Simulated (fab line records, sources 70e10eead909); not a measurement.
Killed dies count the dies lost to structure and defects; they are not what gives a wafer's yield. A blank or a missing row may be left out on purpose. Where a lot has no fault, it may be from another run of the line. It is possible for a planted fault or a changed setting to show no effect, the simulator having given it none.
Which tool did it? :: flow nand harc :: Sampling: 12 lots, 36 wafers, 4 of 1302 route steps

== WHAT EACH GAUGE READ, for each wafer ==
The record lacks any reading of a measuring or inspecting step that a usual standard deviation could be used to judge.

== WHICH TOOL RAN EACH LOT (tool, then ch and the chambers of the sampled wafers, then the start) ==
lot: L655
NHARC_P_BONDPAD_STRIP_15: rie diel-08 ch 1,2,3, day 6 23:46
NHARC_A_ZERO_WELL_RTA_16: rtp anneal-01 ch 0, day 7 04:31
NHARC_A_CHANNEL_HOLE_D1_DEP_00: acl dep-01 ch 0, day 8 17:00
NHARC_A_CHANNEL_HOLE_D1_ETCH_39: rie diel-12 ch 0,1,2, day 8 20:06

lot: L656
NHARC_P_BONDPAD_STRIP_15: rie diel-11 ch 0,1,3, day 7 08:40
NHARC_A_ZERO_WELL_RTA_16: rtp anneal-02 ch 0, day 7 13:26
NHARC_A_CHANNEL_HOLE_D1_DEP_00: acl dep-03 ch 0, day 9 08:14
NHARC_A_CHANNEL_HOLE_D1_ETCH_39: rie diel-12 ch 1,2,3, day 9 10:56

lot: L659
NHARC_P_BONDPAD_STRIP_15: rie diel-11 ch 0,1, day 8 16:38
NHARC_A_ZERO_WELL_RTA_16: rtp anneal-02 ch 0, day 8 21:28
NHARC_A_CHANNEL_HOLE_D1_DEP_00: acl dep-01 ch 0, day 10 10:19
NHARC_A_CHANNEL_HOLE_D1_ETCH_39: rie diel-12 ch 1,2, day 10 13:01

lot: L660
NHARC_P_BONDPAD_STRIP_15: rie diel-11 ch 1,3, day 9 04:26
NHARC_A_ZERO_WELL_RTA_16: rtp anneal-01 ch 0, day 9 09:12
NHARC_A_CHANNEL_HOLE_D1_DEP_00: acl dep-02 ch 0, day 10 21:07
NHARC_A_CHANNEL_HOLE_D1_ETCH_39: rie diel-12 ch 1,2,3, day 11 00:01

lot: L663
NHARC_P_BONDPAD_STRIP_15: rie diel-08 ch 0,3, day 10 04:07
NHARC_A_ZERO_WELL_RTA_16: rtp anneal-01 ch 0, day 10 09:01
NHARC_A_CHANNEL_HOLE_D1_DEP_00: acl dep-03 ch 0, day 12 00:32
NHARC_A_CHANNEL_HOLE_D1_ETCH_39: rie diel-12 ch 0,3, day 12 03:26

lot: L664
NHARC_P_BONDPAD_STRIP_15: rie diel-04 ch 1,2,3, day 11 00:29
NHARC_A_ZERO_WELL_RTA_16: rtp anneal-01 ch 0, day 11 05:18
NHARC_A_CHANNEL_HOLE_D1_DEP_00: acl dep-03 ch 0, day 12 16:50
NHARC_A_CHANNEL_HOLE_D1_ETCH_39: rie diel-12 ch 1,2,3, day 12 19:32

lot: L666
NHARC_P_BONDPAD_STRIP_15: rie diel-11 ch 0,1,2, day 11 14:43
NHARC_A_ZERO_WELL_RTA_16: rtp anneal-02 ch 0, day 11 19:26
NHARC_A_CHANNEL_HOLE_D1_DEP_00: acl dep-03 ch 0, day 13 05:16
NHARC_A_CHANNEL_HOLE_D1_ETCH_39: rie diel-12 ch 0,2,3, day 13 08:08

lot: L667
NHARC_P_BONDPAD_STRIP_15: rie diel-11 ch 0,1, day 12 00:50
NHARC_A_ZERO_WELL_RTA_16: rtp anneal-02 ch 0, day 12 05:39
NHARC_A_CHANNEL_HOLE_D1_DEP_00: acl dep-02 ch 0, day 13 20:38
NHARC_A_CHANNEL_HOLE_D1_ETCH_39: rie diel-12 ch 0,1, day 13 22:43

lot: L668
NHARC_P_BONDPAD_STRIP_15: rie diel-11 ch 0,1,2, day 12 16:59
NHARC_A_ZERO_WELL_RTA_16: rtp anneal-02 ch 0, day 12 21:47
NHARC_A_CHANNEL_HOLE_D1_DEP_00: acl dep-01 ch 0, day 14 09:17
NHARC_A_CHANNEL_HOLE_D1_ETCH_39: rie diel-05 ch 0,2,3, day 14 12:22

lot: L675
NHARC_P_BONDPAD_STRIP_15: rie diel-11 ch 1,2,3, day 15 06:08
NHARC_A_ZERO_WELL_RTA_16: rtp anneal-02 ch 0, day 15 10:46
NHARC_A_CHANNEL_HOLE_D1_DEP_00: acl dep-02 ch 0, day 16 22:59
NHARC_A_CHANNEL_HOLE_D1_ETCH_39: rie diel-12 ch 0,1, day 17 02:02

lot: L674
NHARC_P_BONDPAD_STRIP_15: rie diel-08 ch 1,2, day 15 07:21
NHARC_A_ZERO_WELL_RTA_16: rtp anneal-01 ch 0, day 15 12:04
NHARC_A_CHANNEL_HOLE_D1_DEP_00: acl dep-01 ch 0, day 16 23:08
NHARC_A_CHANNEL_HOLE_D1_ETCH_39: rie diel-12 ch 0,1, day 17 02:15

lot: L677
NHARC_P_BONDPAD_STRIP_15: rie diel-08 ch 0,1,2, day 16 06:58
NHARC_A_ZERO_WELL_RTA_16: rtp anneal-01 ch 0, day 16 11:46
NHARC_A_CHANNEL_HOLE_D1_DEP_00: acl dep-01 ch 0, day 18 06:59
NHARC_A_CHANNEL_HOLE_D1_ETCH_39: rie diel-12 ch 0,1,2, day 18 10:00
- NHARC_P_BONDPAD_STRIP_15: strips in O2.
- NHARC_A_ZERO_WELL_RTA_16: time 10 s.
- NHARC_A_CHANNEL_HOLE_D1_DEP_00: deposits aC, target thk 3100 nm.
- NHARC_A_CHANNEL_HOLE_D1_ETCH_39: etches the open film in N2/H2, target depth 260 nm, time 325 s.

== WHAT THE TOOLS THEMSELVES READ (means of the sampled wafers that have a number; where no wafer has one, the mark that the record gives instead) ==
NHARC_P_BONDPAD_STRIP_15. Usual: drypump motor current A 5.6 A, standard deviation 0.55; o2 flow sccm 500.0 sccm, standard deviation 1.6; oes product au 0.999 a.u., standard deviation 0.0064; rf vpp V 57.7 V, standard deviation 0.89; showerhead plenum p Torr 3.49 Torr, standard deviation 0.11; throttle valve pct 17.036 %, standard deviation 0.0088.
lot: L655
tool: rie diel-08
drypump motor current A (A): 5.6
o2 flow sccm (sccm): 500.3
oes product au (a.u.): 0.996
rf vpp V (V): 57.8
showerhead plenum p Torr (Torr): 3.43
throttle valve pct (%): 17.036
flag: 

lot: L656
tool: rie diel-11
drypump motor current A (A): 5.6
o2 flow sccm (sccm): 499.8
oes product au (a.u.): 0.995
rf vpp V (V): 57.3
showerhead plenum p Torr (Torr): 3.52
throttle valve pct (%): 17.045
flag: 

lot: L659
tool: rie diel-11
drypump motor current A (A): 5.7
o2 flow sccm (sccm): 498.6
oes product au (a.u.): 0.993
rf vpp V (V): 58.3
showerhead plenum p Torr (Torr): 3.47
throttle valve pct (%): 17.038
flag: 

lot: L660
tool: rie diel-11
drypump motor current A (A): 5.2
o2 flow sccm (sccm): 499.9
oes product au (a.u.): 1.003
rf vpp V (V): 56.7
showerhead plenum p Torr (Torr): 3.45
throttle valve pct (%): 17.031
flag: 

lot: L663
tool: rie diel-08
drypump motor current A (A): 6.0
o2 flow sccm (sccm): 499.0
oes product au (a.u.): 0.998
rf vpp V (V): 56.9
showerhead plenum p Torr (Torr): 3.51
throttle valve pct (%): 17.041
flag: 

lot: L664
tool: rie diel-04
drypump motor current A (A): 5.6
o2 flow sccm (sccm): 498.9
oes product au (a.u.): 1.000
rf vpp V (V): 57.3
showerhead plenum p Torr (Torr): 3.61
throttle valve pct (%): 17.031
flag: 

lot: L666
tool: rie diel-11
drypump motor current A (A): 5.8
o2 flow sccm (sccm): 501.2
oes product au (a.u.): 0.997
rf vpp V (V): 57.1
showerhead plenum p Torr (Torr): 3.44
throttle valve pct (%): 17.045
flag: 

lot: L667
tool: rie diel-11
drypump motor current A (A): 6.1
o2 flow sccm (sccm): 500.8
oes product au (a.u.): 1.003
rf vpp V (V): 57.6
showerhead plenum p Torr (Torr): 3.54
throttle valve pct (%): 17.033
flag: 

lot: L668
tool: rie diel-11
drypump motor current A (A): 5.8
o2 flow sccm (sccm): 500.0
oes product au (a.u.): 0.998
rf vpp V (V): 57.7
showerhead plenum p Torr (Torr): 3.44
throttle valve pct (%): 17.032
flag: 

lot: L675
tool: rie diel-11
drypump motor current A (A): 5.2
o2 flow sccm (sccm): 501.1
oes product au (a.u.): 0.991
rf vpp V (V): 57.3
showerhead plenum p Torr (Torr): 3.42
throttle valve pct (%): 17.037
flag: 

lot: L674
tool: rie diel-08
drypump motor current A (A): 5.6
o2 flow sccm (sccm): 501.6
oes product au (a.u.): 0.999
rf vpp V (V): 57.5
showerhead plenum p Torr (Torr): 3.46
throttle valve pct (%): 17.040
flag: 

lot: L677
tool: rie diel-08
drypump motor current A (A): 5.7
o2 flow sccm (sccm): 498.1
oes product au (a.u.): 0.998
rf vpp V (V): 57.7
showerhead plenum p Torr (Torr): 3.46
throttle valve pct (%): 17.036
flag: 

NHARC_A_ZERO_WELL_RTA_16. Usual: lamp power pct 31.1 %, standard deviation 1.9; wafer_temp_C_max 1006.1, standard deviation 2.1.
lot: L655
tool: rtp anneal-01
lamp power pct (%): 29.1
wafer_temp_C_max: 1007.2
flag: 

lot: L656
tool: rtp anneal-02
lamp power pct (%): 32.8
wafer_temp_C_max: 1004.2
flag: 

lot: L659
tool: rtp anneal-02
lamp power pct (%): 32.8
wafer_temp_C_max: 1004.3
flag: 

lot: L660
tool: rtp anneal-01
lamp power pct (%): 29.0
wafer_temp_C_max: 1008.8
flag: 

lot: L663
tool: rtp anneal-01
lamp power pct (%): 29.0
wafer_temp_C_max: 1007.1
flag: 

lot: L664
tool: rtp anneal-01
lamp power pct (%): 29.1
wafer_temp_C_max: 1008.0
flag: 

lot: L666
tool: rtp anneal-02
lamp power pct (%): 32.8
wafer_temp_C_max: 1004.9
flag: 

lot: L667
tool: rtp anneal-02
lamp power pct (%): 32.8
wafer_temp_C_max: 1004.2
flag: 

lot: L668
tool: rtp anneal-02
lamp power pct (%): 32.8
wafer_temp_C_max: 1005.8
flag: 

lot: L675
tool: rtp anneal-02
lamp power pct (%): 32.8
wafer_temp_C_max: 1004.2
flag: 

lot: L674
tool: rtp anneal-01
lamp power pct (%): 29.0
wafer_temp_C_max: 1010.2
flag: 

lot: L677
tool: rtp anneal-01
lamp power pct (%): 29.1
wafer_temp_C_max: 1008.4
flag: 

NHARC_A_CHANNEL_HOLE_D1_DEP_00. Usual: throttle valve pct reads 34.999 % (standard deviation 0.0091).
lot: L655
tool: acl dep-01
throttle valve pct (%): 35.001
flag: 

lot: L656
tool: acl dep-03
throttle valve pct (%): 35.000
flag: 

lot: L659
tool: acl dep-01
throttle valve pct (%): 34.995
flag: 

lot: L660
tool: acl dep-02
throttle valve pct (%): 35.002
flag: 

lot: L663
tool: acl dep-03
throttle valve pct (%): 34.994
flag: 

lot: L664
tool: acl dep-03
throttle valve pct (%): 35.000
flag: 

lot: L666
tool: acl dep-03
throttle valve pct (%): 35.004
flag: 

lot: L667
tool: acl dep-02
throttle valve pct (%): 34.994
flag: 

lot: L668
tool: acl dep-01
throttle valve pct (%): 34.996
flag: 

lot: L675
tool: acl dep-02
throttle valve pct (%): 35.000
flag: 

lot: L674
tool: acl dep-01
throttle valve pct (%): 34.997
flag: 

lot: L677
tool: acl dep-01
throttle valve pct (%): 34.998
flag: 

NHARC_A_CHANNEL_HOLE_D1_ETCH_39. Usual: drypump motor current A 5.8 A, standard deviation 0.49; oes product au 0.995 a.u., standard deviation 0.0073; rf vpp V 430.3 V, standard deviation 2; showerhead plenum p Torr 2.03 Torr, standard deviation 0.068; throttle valve pct 14.169 %, standard deviation 0.0084.
lot: L655
tool: rie diel-12
drypump motor current A (A): 5.8
oes product au (a.u.): 1.002
rf vpp V (V): 429.8
showerhead plenum p Torr (Torr): 2.04
throttle valve pct (%): 14.170
flag: 

lot: L656
tool: rie diel-12
drypump motor current A (A): 5.7
oes product au (a.u.): 0.995
rf vpp V (V): 428.9
showerhead plenum p Torr (Torr): 2.00
throttle valve pct (%): 14.170
flag: 

lot: L659
tool: rie diel-12
drypump motor current A (A): 5.4
oes product au (a.u.): 0.988
rf vpp V (V): 429.4
showerhead plenum p Torr (Torr): 2.01
throttle valve pct (%): 14.174
flag: 

lot: L660
tool: rie diel-12
drypump motor current A (A): 5.7
oes product au (a.u.): 0.990
rf vpp V (V): 429.2
showerhead plenum p Torr (Torr): 2.00
throttle valve pct (%): 14.167
flag: 

lot: L663
tool: rie diel-12
drypump motor current A (A): 6.4
oes product au (a.u.): 0.995
rf vpp V (V): 431.0
showerhead plenum p Torr (Torr): 2.07
throttle valve pct (%): 14.176
flag: 

lot: L664
tool: rie diel-12
drypump motor current A (A): 5.6
oes product au (a.u.): 0.984
rf vpp V (V): 429.5
showerhead plenum p Torr (Torr): 2.00
throttle valve pct (%): 14.170
flag: 

lot: L666
tool: rie diel-12
drypump motor current A (A): 6.1
oes product au (a.u.): 0.986
rf vpp V (V): 429.4
showerhead plenum p Torr (Torr): 2.03
throttle valve pct (%): 14.167
flag: 

lot: L667
tool: rie diel-12
drypump motor current A (A): 5.6
oes product au (a.u.): 0.996
rf vpp V (V): 430.7
showerhead plenum p Torr (Torr): 2.05
throttle valve pct (%): 14.165
flag: 

lot: L668
tool: rie diel-05
drypump motor current A (A): 5.2
oes product au (a.u.): 0.999
rf vpp V (V): 431.7
showerhead plenum p Torr (Torr): 2.08
throttle valve pct (%): 14.171
flag: 

lot: L675
tool: rie diel-12
drypump motor current A (A): 6.0
oes product au (a.u.): 0.997
rf vpp V (V): 432.2
showerhead plenum p Torr (Torr): 2.08
throttle valve pct (%): 14.166
flag: 

lot: L674
tool: rie diel-12
drypump motor current A (A): 5.6
oes product au (a.u.): 0.990
rf vpp V (V): 430.8
showerhead plenum p Torr (Torr): 2.05
throttle valve pct (%): 14.174
flag: 

lot: L677
tool: rie diel-12
drypump motor current A (A): 5.8
oes product au (a.u.): 0.991
rf vpp V (V): 430.1
showerhead plenum p Torr (Torr): 2.04
throttle valve pct (%): 14.169
flag: 

== THE ANSWER, worked out from the rows above alone ==
Rule: lot off if the mean of its wafers having a number is beyond 3 standard deviations from the usual mean. A lot without any number at a reading at which 4 lots or more have one is off too. The other lots that the step has rows for count as sound. First the gauges in route order, then the tools' own readings, where a lot's mean is used as printed above. The first step at which some lot is off is used, and at that step the reading that is off furthest; a lot without a number counts as furthest.
No lot is off at any reading shown: from this, nothing can be told.

== WHAT HAD BEEN PUT IN BY THE SIMULATOR ==
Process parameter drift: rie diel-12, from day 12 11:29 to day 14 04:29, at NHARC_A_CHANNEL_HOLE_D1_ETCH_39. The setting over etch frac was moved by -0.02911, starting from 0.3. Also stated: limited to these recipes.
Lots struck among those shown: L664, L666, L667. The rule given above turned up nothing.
